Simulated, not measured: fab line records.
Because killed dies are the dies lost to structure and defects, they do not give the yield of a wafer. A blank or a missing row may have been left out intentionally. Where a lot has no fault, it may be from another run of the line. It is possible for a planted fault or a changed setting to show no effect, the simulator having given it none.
A lot that was struck, set against a sound lot	flow nand_harc	18 out of 1302 route steps
Sound: these wafers, L165.3, L165.4, L165.6. Wafers struck: L182.2, L182.5, L182.6. The cause comes at the end.
Per side, at each step with rows, come the tool, then ch with its chambers, and then its first start. Under that, the readings that differ: sound wafers	struck wafers	difference of the means	sigmas: that difference in standard deviations of wafers without a fault.
alike: a reading whose means differ by less than 2 such deviations, as well as words and numbers matching on both sides. not compared: withheld readings; readings where some wafer has no value; bounds like >300 that might hide an equal value; numbers whose values overlap and for which the record gives no deviation.
A row with sigmas, a row that says differs or no value, or rows on one side alone: a step with any of these is where the two part. When numbers do not overlap yet have no deviation, they are printed without sigmas and do not part them. Lack of a reading on every wafer of one side parts them only where that side has two or more wafers.

NHARC_P_ZERO_WELL_CD_MEAS_11 targets a cd of 500 nm.
  sound on cd_sem-01 ch 0, day 2 07:07; struck on cd_sem-02 ch 0, day 9 09:16
  alike: cd_nm
then, 1 step without rows for these wafers: NHARC_P_ZERO_WELL_HARDBAKE_12 (time 65 s).
NHARC_P_ZERO_WELL_DESCUM_13: chemistry O2, time 3 s.
  sound on rie_diel-11 ch 1,2, day 2 07:16; struck on rie_diel-10 ch 0,2, day 9 09:26
  alike: drypump_motor_current_A, oes_product_au, rf_vpp_V, showerhead_plenum_p_Torr, throttle_valve_pct
  not compared: rf_hours_counter_h
NHARC_P_ZERO_WELL_ETCH_65: etches the open film in N2/H2, target depth 80 nm, overetch 24 nm, time 87.88 s.
  sound on rie_diel-11 ch 1,3, day 2 07:22; struck on rie_diel-10 ch 0,2,3, day 9 09:32
  alike: drypump_motor_current_A, oes_product_au, rf_vpp_V, showerhead_plenum_p_Torr, throttle_valve_pct
  not compared: rf_hours_counter_h
NHARC_P_ZERO_WELL_ETCH_62: etches the open film in CHF3/Ar, target depth 13 nm, time 6.5 s.
  sound: rie_diel-11 ch 0,1,3; struck: rie_diel-10 ch 0,2
  alike: drypump_motor_current_A, oes_product_au, rf_vpp_V, showerhead_plenum_p_Torr, throttle_valve_pct
  not compared: rf_hours_counter_h
NHARC_P_ZERO_WELL_ETCH_63: etches the open film in HBr/Cl2, target depth 120 nm, time 40.1 s.
  sound on rie_si-04 ch 0,2, day 2 07:32; struck on rie_si-04 ch 0,3, day 9 09:45
  alike: drypump_motor_current_A, oes_product_au, throttle_valve_pct
  not compared: rf_hours_counter_h
then, 6 steps without rows for these wafers: NHARC_P_ZERO_WELL_STRIP_15 (strips in SPM, time 900 s); NHARC_P_ZERO_WELL_DEHYDRATE_16 (time 120 s); NHARC_P_ZERO_WELL_HMDS_17 (time 30 s); NHARC_P_ZERO_WELL_COAT_18; NHARC_P_ZERO_WELL_SOFTBAKE_19 (time 95 s); NHARC_P_ZERO_WELL_EBR_20.
NHARC_P_ZERO_WELL_EXPOSE_21: exposes mask P NWELL, target cd 720 nm.
  sound on krf_scanner-03 ch 0, day 2 08:19; struck on krf_scanner-03 ch 0, day 9 10:31
reading	sound	struck	difference	sigmas
mask	P_NWELL#0 P_NWELL#0 P_NWELL#0	P_PWELL#0 P_PWELL#0 P_PWELL#0	differs	
then, 2 steps without rows for these wafers: NHARC_P_ZERO_WELL_PEB_22 (peb time 85 s); NHARC_P_ZERO_WELL_DEVELOP_23 (time 70 s).
NHARC_P_ZERO_WELL_CD_MEAS_24 targets a cd of 720 nm.
  sound on cd_sem-01 ch 0, day 2 08:28; struck on cd_sem-02 ch 0, day 9 10:41
reading	sound	struck	difference	sigmas
cd_nm (nm)	722.8 721.6 720.1	- - -	no value on the struck wafers	
then, 1 step without rows for these wafers: NHARC_P_ZERO_WELL_HARDBAKE_25 (time 80 s).
NHARC_END_SORT_01:
  the record has rows for the sound wafers here (prober-01 ch 0, day 24 22:06) and none for the struck ones

== WHERE THEY PART ==
At NHARC_P_ZERO_WELL_EXPOSE_21 first; at NHARC_END_SORT_01 last (within this record only).

WHY: what had been put in by the simulator
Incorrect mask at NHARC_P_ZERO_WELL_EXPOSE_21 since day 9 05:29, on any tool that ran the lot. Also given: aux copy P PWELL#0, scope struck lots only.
